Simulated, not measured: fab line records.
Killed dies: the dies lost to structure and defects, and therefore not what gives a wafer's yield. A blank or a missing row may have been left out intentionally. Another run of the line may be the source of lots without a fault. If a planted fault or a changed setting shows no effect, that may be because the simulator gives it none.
Chamber matching || flow nand harc || ald hk-03 running NHARC_A_STAIRCASE_ALD_420: 4 sister chambers
The step deposits SiO2, target thk 20 nm, pulse time 6 s, ald cycles 200. 4 wafers are shown with their chamber, then 8 later ones without.

## WAFERS, EACH WITH ITS CHAMBER
{"wafer": "L082.6", "chamber": 0, "heater power w (W)": 489}
{"wafer": "L085.1", "chamber": 1, "heater power w (W)": 455}
{"wafer": "L085.4", "chamber": 3, "heater power w (W)": 471}
{"wafer": "L087.2", "chamber": 2, "heater power w (W)": 481}

## WAFERS WITHOUT THEIR CHAMBER
{"wafer": "L087.3", "heater power w (W)": 463}
{"wafer": "L087.4", "heater power w (W)": 464}
{"wafer": "L088.3", "heater power w (W)": 481}
{"wafer": "L088.4", "heater power w (W)": 486}
{"wafer": "L088.6", "heater power w (W)": 471}
{"wafer": "L096.2", "heater power w (W)": 472}
{"wafer": "L096.3", "heater power w (W)": 451}
{"wafer": "L096.6", "heater power w (W)": 461}

## THE CHAMBER EACH PASSED THROUGH
{"wafer": "L087.3", "from the rows above": "can't be placed: 1 or 3", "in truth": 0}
{"wafer": "L087.4", "from the rows above": "can't be placed: 3 or 1", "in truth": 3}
{"wafer": "L088.3", "from the rows above": "can't be placed: 2 or 0", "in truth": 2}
{"wafer": "L088.4", "from the rows above": "can't be placed: 0 or 2", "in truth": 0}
{"wafer": "L088.6", "from the rows above": 3, "in truth": 3}
{"wafer": "L096.2", "from the rows above": "can't be placed: 3 or 2", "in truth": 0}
{"wafer": "L096.3", "from the rows above": 1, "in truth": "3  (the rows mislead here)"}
{"wafer": "L096.6", "from the rows above": "can't be placed: 1 or 3", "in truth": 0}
Placed correctly: 1 of 8. From these rows, 6 cannot be placed; in 3 the true chamber is one of the candidates. Placed wrongly: 1.
How it was worked out, from the rows above alone: a wafer's distance from a chamber is the root of the sum, over the readings, of the square of ((its reading less the chamber's mean) divided by the reading's scatter). The wafer belongs to the nearest chamber; if the next one is less than 2 further off, it can't be placed. Each chamber's mean is taken over the wafers shown for it. The scatter: root of mean squared gap, hidden wafer to nearest shown wafer, with one shown wafer a chamber.
